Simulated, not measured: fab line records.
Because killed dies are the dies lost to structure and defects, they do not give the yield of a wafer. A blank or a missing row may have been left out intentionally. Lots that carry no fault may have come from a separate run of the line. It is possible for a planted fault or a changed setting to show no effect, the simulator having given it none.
A lot that was struck, set against a sound lot -- flow n5-finfet -- 37 out of 1938 route steps
Sound: wafers L616.1, L616.3, L616.5. Wafers L623.1, L623.4, L623.6 were the ones struck. At the end, the cause is stated.
For every step that has rows: the tool of each side, followed by ch and its chambers, followed by its first start. Under that, the readings that differ: sound wafers -- struck wafers -- difference of the means -- sigmas: that difference in standard deviations of wafers without a fault.
alike: readings whose means differ by less than 2 such deviations, and words and numbers that are the same on both sides. not compared: withheld readings, readings that some wafer has no value for, bounds like >300 that may hide the same value, and numbers for which the record gives no deviation and whose values overlap.
A row with sigmas, a row that says differs or no value, or rows on one side alone: a step with any of these is where the two part. Numbers that don't overlap but have no deviation are shown without sigmas and don't part them. A reading missing from all wafers of one side parts the sides only when that side holds two or more wafers.

first, 9 steps without rows for these wafers: N5_WELL_APT_HMDS_01 (time 60 s); N5_WELL_APT_COAT_02 (resist thk 950 nm); N5_WELL_APT_EBR_04; N5_WELL_APT_SOFTBAKE_03 (time 60 s); N5_WELL_APT_EXPOSE_05 (exposes mask NWELL, defocus 0 nm, target cd 200 nm); N5_WELL_APT_PEB_06 (peb time 90 s); N5_WELL_APT_DEVELOP_07 (develop time 45 s); N5_WELL_APT_HARDBAKE_12 (time 120 s); N5_WELL_APT_DESCUM_13 (chemistry O2, time 7.9 s).
N5_WELL_APT_IMPLANT_14:
  sound on implanter-01 ch 0, day 1 19:49; struck on implanter-02 ch 0, day 3 14:23
reading,sound,struck,difference,sigmas
model.implant.rp-nm (nm),204.4 204.4 204.4,90.21 90.21 90.21,-114.19,
model.implant.drp-nm (nm),65.9 65.9 65.9,35.37 35.37 35.37,-30.53,
  alike: dose-ions-cm2, tilt-deg
then, 25 steps without rows for these wafers: N5_WELL_APT_IMPLANT_15; N5_WELL_APT_STRIP_16 (strips in SPM, time 900 s); N5_WELL_APT_HMDS_18 (time 60 s); N5_WELL_APT_COAT_19 (resist thk 950 nm); N5_WELL_APT_EBR_21; N5_WELL_APT_SOFTBAKE_20 (time 60 s); N5_WELL_APT_EXPOSE_22 (exposes mask PWELL, defocus 0 nm, target cd 200 nm); N5_WELL_APT_PEB_23 (peb time 90 s); N5_WELL_APT_DEVELOP_24 (develop time 45 s); N5_WELL_APT_HARDBAKE_29 (time 120 s); N5_WELL_APT_DESCUM_30 (chemistry O2, time 7.9 s); N5_WELL_APT_IMPLANT_31; N5_WELL_APT_IMPLANT_32; N5_WELL_APT_STRIP_33 (strips in SPM, time 900 s); N5_WELL_APT_RTA_34 (time 10 s); N5_WELL_APT_OXIDE_STRIP_42 (strips SiO2 in dHF, time 45 s, target depth 12 nm); N5_WELL_APT_PRECLEAN_36 (cleans in O3/DIW, time 45 s); N5_WELL_APT_PRECLEAN_39 (cleans in dHF, time 60 s); N5_WELL_APT_SRD_37 (time 30 s); N5_WELL_APT_EPI_41 (deposits Si from SiH4/H2, target thk 50 nm, time 297.7 s); N5_PMOS_HMC_CHANNEL_EPI_HM_DEP_34 (deposits SiO2 from TEOS/O2, target thk 36 nm, time 6.9 s); N5_PMOS_HMC_CHANNEL_EPI_COAT_31 (time 60 s, resist thk 66 nm); N5_PMOS_HMC_CHANNEL_EPI_COAT_03 (resist thk 205 nm); N5_PMOS_HMC_CHANNEL_EPI_EBR_05; N5_PMOS_HMC_CHANNEL_EPI_SOFTBAKE_04 (time 60 s).
-- a jump in the record: the struck wafers' starts before and after are 7 days apart (it breaks off in module PMOS_HMC_CHANNEL_EPI and resumes in module BEOL_M4, where the first step shown is number 1111 of the route) --
N5_BEOL_M4_RC_MEAS_101:
  sound on prober-02 ch 0, day 8 20:25; struck on prober-02 ch 0, day 10 17:37
reading,sound,struck,difference,sigmas
RS_NWELL (ohm/sq),1031 1034 1035,1930 1926,+895,+99 or more
  alike: DIBL_N, DIBL_P, IOFF_N, IOFF_P, ION_N, ION_P, SS_N, SS_P, VT_N, VT_P
N5_PASSIVATION_PROBE_49:
  the record has rows for the sound wafers here (prober-01, day 13 04:36) and none for the struck ones

== WHERE THEY PART ==
At N5_BEOL_M4_RC_MEAS_101 first; at N5_PASSIVATION_PROBE_49 last (within this record only).

WHY: whatever the simulator had introduced
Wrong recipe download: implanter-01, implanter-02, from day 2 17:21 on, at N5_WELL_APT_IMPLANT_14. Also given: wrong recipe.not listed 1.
